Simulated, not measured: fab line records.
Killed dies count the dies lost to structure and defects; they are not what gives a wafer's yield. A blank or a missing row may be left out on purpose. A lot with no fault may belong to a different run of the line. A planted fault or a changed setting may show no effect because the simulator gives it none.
Split-lot experiment + flow n5_finfet + on a route of 1938 steps: 7 lots, 21 wafers read

== ABOUT THE SPLIT ==
At N5_BEOL_M10_VIA_ETCH_34 (etches SiCOH lowk in C4F6/O2, target depth 184.5 nm, time 69.2 s), the setting time_s was moved away from the recipe's 69.2 s on 8 of the 21 wafers read, by -19.3% to +16.1%. All remaining wafers had this setting at the recipe value.

The reading comes from the split's own step.

== THE READING ==
SOC_of_BEOL_M10_COAT_63.thk_nm (the simulator's own value, which no gauge read), in nm, at N5_BEOL_M10_VIA_ETCH_34 (etches SiCOH lowk in C4F6/O2, target depth 184.5 nm, time 69.2 s). There is no usual value for it anywhere in the file. Across the 13 wafers here that went through the recipe, the average is 91.6 nm and the standard deviation 0.3 nm.

| wafer  | tool, chamber at the split | time_s as run, s | against the recipe | SOC_of_BEOL_M10_COAT_63.thk_nm, nm | against lot-mates on the recipe |
|--------|----------------------------|------------------|--------------------|------------------------------------|---------------------------------|
| L074.1 | rie_diel-01, 3             | 79.73            | +15.2%             | 90.4                               | -1.2                            |
| L074.4 | rie_diel-01, 3             | 69.2             | recipe             | 91.6                               | -                               |
| L074.5 | rie_diel-01, 0             | 79.73            | +15.2%             | 91                                 | -0.6                            |
| L076.1 | rie_diel-06, 3             | 69.2             | recipe             | 91.8                               | -                               |
| L076.2 | rie_diel-06, 0             | 69.2             | recipe             | 91.4                               | -                               |
| L076.3 | rie_diel-06, 2             | 69.2             | recipe             | 91.6                               | -                               |
| L077.1 | rie_diel-06, 1             | 80.32            | +16.1%             | 90.6                               | -1.1                            |
| L077.3 | rie_diel-06, 0             | 69.2             | recipe             | 91.8                               | -                               |
| L077.6 | rie_diel-06, 1             | 69.2             | recipe             | 91.6                               | -                               |
| L078.2 | rie_diel-03, 2             | 74.17            | +7.2%              | 90.4                               | -1.6                            |
| L078.3 | rie_diel-03, 1             | 74.17            | +7.2%              | 91                                 | -1.0                            |
| L078.6 | rie_diel-03, 0             | 69.2             | recipe             | 92                                 | -                               |
| L081.1 | rie_diel-06, 1             | 64.8             | -6.4%              | 92                                 | +0.2                            |
| L081.3 | rie_diel-06, 0             | 69.2             | recipe             | 91.8                               | -                               |
| L081.4 | rie_diel-06, 3             | 64.8             | -6.4%              | 92.4                               | +0.6                            |
| L085.1 | rie_diel-06, 1             | 55.87            | -19.3%             | 93.2                               | +1.5                            |
| L085.4 | rie_diel-06, 3             | 69.2             | recipe             | 91.8                               | -                               |
| L085.5 | rie_diel-06, 1             | 69.2             | recipe             | 91.6                               | -                               |
| L088.1 | rie_diel-03, 0             | 69.2             | recipe             | 91.4                               | -                               |
| L088.2 | rie_diel-03, 3             | 69.2             | recipe             | 90.8                               | -                               |
| L088.3 | rie_diel-03, 2             | 69.2             | recipe             | 91.2                               | -                               |

FIT RESULTS
A straight line over all 21 wafers: SOC_of_BEOL_M10_COAT_63.thk_nm changes by -0.0742 nm for each +1% of time_s; r = -0.87; the points scatter about the line by 0.33 nm.
The same after taking each lot's own level away (the mean of its wafers on the recipe; 21 wafers): -0.0755 nm for each +1%; r = -0.88; scatter 0.32 nm.
Per that fit: largest time_s move, reading shift of 1.5 nm.
The span of the lots' own levels, 91.13 to 92.00 nm, comes to 2.9 times the standard deviation stated above.
Hence the lot-to-lot level has little effect on the slope; both slopes agree.
Check: for one of the wafers moved furthest among these (-19.3%), held out of the fit, the line's prediction against its lot-mates is +1.34 nm. It came out at +1.5 nm against them.

== OTHER SPLITS ON THESE WAFERS ==
These wafers also went through other splits before the reading. Each is held against what the fit with the lots' levels taken away leaves over:
| other split on the same wafers | wafers away from the commonest value | r with SOC_of_BEOL_M10_COAT_63.thk_nm (lot level and that fit taken away) |
|--------------------------------|--------------------------------------|---------------------------------------------------------------------------|
| N5_BEOL_M8_EXPOSE_25 dose_mj   | 4                                    | -0.13                                                                     |
| N5_BEOL_M8_ETCH_65 source_w    | 6                                    | -0.07                                                                     |
| N5_BEOL_M8_DEP_56 time_s       | 9                                    | -0.36                                                                     |

== THE WHOLE CHAIN: every reading that the file lists as answering this split, in the file's order ==
| step                    | what it does                                                     | reading                                                                         | change (the file's fit)                | r (the file's) |
|-------------------------|------------------------------------------------------------------|---------------------------------------------------------------------------------|----------------------------------------|----------------|
| N5_BEOL_M10_VIA_ETCH_34 | etches SiCOH lowk in C4F6/O2, target depth 184.5 nm, time 69.2 s | etch.depth_nm (the simulator's own value, which no gauge read)                  | +1.75 nm for each +1% of the setting   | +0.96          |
| N5_BEOL_M10_VIA_ETCH_34 | etches SiCOH lowk in C4F6/O2, target depth 184.5 nm, time 69.2 s | SOC_of_BEOL_M10_COAT_63.thk_nm (the simulator's own value, which no gauge read) | -0.0757 nm for each +1% of the setting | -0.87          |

== THE FILE'S OWN FIT ==
SOC_of_BEOL_M10_COAT_63.thk_nm changes by -0.0757 nm for each +1% of time_s, r = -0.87.
